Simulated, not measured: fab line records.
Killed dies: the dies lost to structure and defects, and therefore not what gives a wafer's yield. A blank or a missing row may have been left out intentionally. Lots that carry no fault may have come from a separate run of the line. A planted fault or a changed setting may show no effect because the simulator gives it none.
Problem report, 8D (eight disciplines) form, completed by code / flow nandHarc / the parts of the form that need people (team, actions taken, sign-off) are left out

== 1. WHAT WENT WRONG ==
At NHARC_END_SORT_01, killedAtArray averages 671 over 6 wafers from 2 lots, while fault-free wafers read 26, standard deviation 11. Relative to the usual mean, that is a shift of +59 standard deviations.
The first sign was on wafer L882.3 at day 23 12:42, on prober-02. The record holds 9 wafers of 3 lots with a number at this step. By rule, "out" or "out of limits" means more than 4 standard deviations away from the usual mean. Any other wafer with a number is counted as sound.

== 2. WHAT THIS IS AND IS NOT ==
question=which readings at this step | is=killedAtArray, killedDies | is not=killedAtPeriphery, killedShort
question=which lots | is=L882, L885 | is not=L879
question=which wafers of those lots | is=all that have a number | is not=-
question=read on which gauges | is=prober-01, prober-02 | is not=-
question=when | is=from day 23 12:42 | is not=up to then (1 sound wafer); but 2 sound wafers of L879 came after

== 3. WHAT RULES OUT EACH SUSPECT ==
Counting: any tool at a process step up to the reading is kept as a suspect provided that every lot that is out went through it and no sound lot did after the first of them.
- the gauge at NHARC_END_SORT_01 is ruled out. 2 gauges (prober-01, prober-02) read the wafers that are out.
- rieDiel-09 at NHARC_A_STAIRCASE_TRIM_191 (chemistry O2, time 211.2 s): kept. It ran every lot that is out, first L882 (day 15 11:47), and no sound lot after that. Because NHARC_A_STAIRCASE_TRIM_191 lacks a start for some lots, the hours and order of its lots are taken from NHARC_A_STAIRCASE_ETCH_194.
- rieDiel-09 at NHARC_A_STAIRCASE_TRIM_193 (chemistry O2, time 211.2 s): kept. It ran every lot that is out, first L882 (day 15 11:47), and no sound lot after that. Because NHARC_A_STAIRCASE_TRIM_193 lacks a start for some lots, the hours and order of its lots are taken from NHARC_A_STAIRCASE_ETCH_194.
- rieDiel-09 at NHARC_A_STAIRCASE_ETCH_194 (etches the open film in C4F8/O2, target depth 100 nm, time 40.5 s): kept. It ran every lot that is out, first L882 (day 15 11:47), and no sound lot after that. Its own oesProductAu readings are out on those wafers.
Still standing after the count: rieDiel-09 at NHARC_A_STAIRCASE_TRIM_191, rieDiel-09 at NHARC_A_STAIRCASE_TRIM_193, rieDiel-09 at NHARC_A_STAIRCASE_ETCH_194.

== 4. THE CAUSE (what the simulator had put in) ==
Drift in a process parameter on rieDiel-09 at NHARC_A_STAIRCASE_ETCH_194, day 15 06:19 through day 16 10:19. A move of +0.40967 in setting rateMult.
3 suspects survive the count, and this tool is in that group.

== 5. THE EFFECT CHAIN, in route order ==
Rows list readings where the struck wafers' mean (over those with a number) sits beyond 3 standard deviations from the usual. Readings are gone through only where the record gives a usual standard deviation; hours: the median, over the lots, of the time from a lot's start at the first step in this table giving one to that lot's start at this step; sigmas: the change measured in usual standard deviations.
hours=0; step=NHARC_A_STAIRCASE_ETCH_194; reading=oesProductAu; usual=0.944 a.u.; on struck wafers=1.164; change=+0.220; sigmas=+25
hours=198; step=NHARC_END_SORT_01; reading=killedAtArray; usual=26; on struck wafers=671; change=+645; sigmas=+59
hours=198; step=NHARC_END_SORT_01; reading=killedDies; usual=30; on struck wafers=677; change=+647; sigmas=+59
It contains these process steps:
- NHARC_A_STAIRCASE_ETCH_194: etches the open film in C4F8/O2, target depth 100 nm, time 40.5 s.

== 6. HOW IT WOULD HAVE BEEN CAUGHT EARLIER ==
198 hours passed between the start of the fault at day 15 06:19 and the first reading out of limits at a measuring or inspecting step in this record, taken at day 23 12:42.
At NHARC_A_STAIRCASE_ETCH_194, the tool's own readings (oesProductAu) were out on each struck wafer the step has a row for, so an alarm limit on them would have fired on the first such wafer.
Lots out: 2; all had begun NHARC_A_STAIRCASE_ETCH_194 on rieDiel-09 by day 23 12:42. Holding the tool at that point would not have protected any of them.
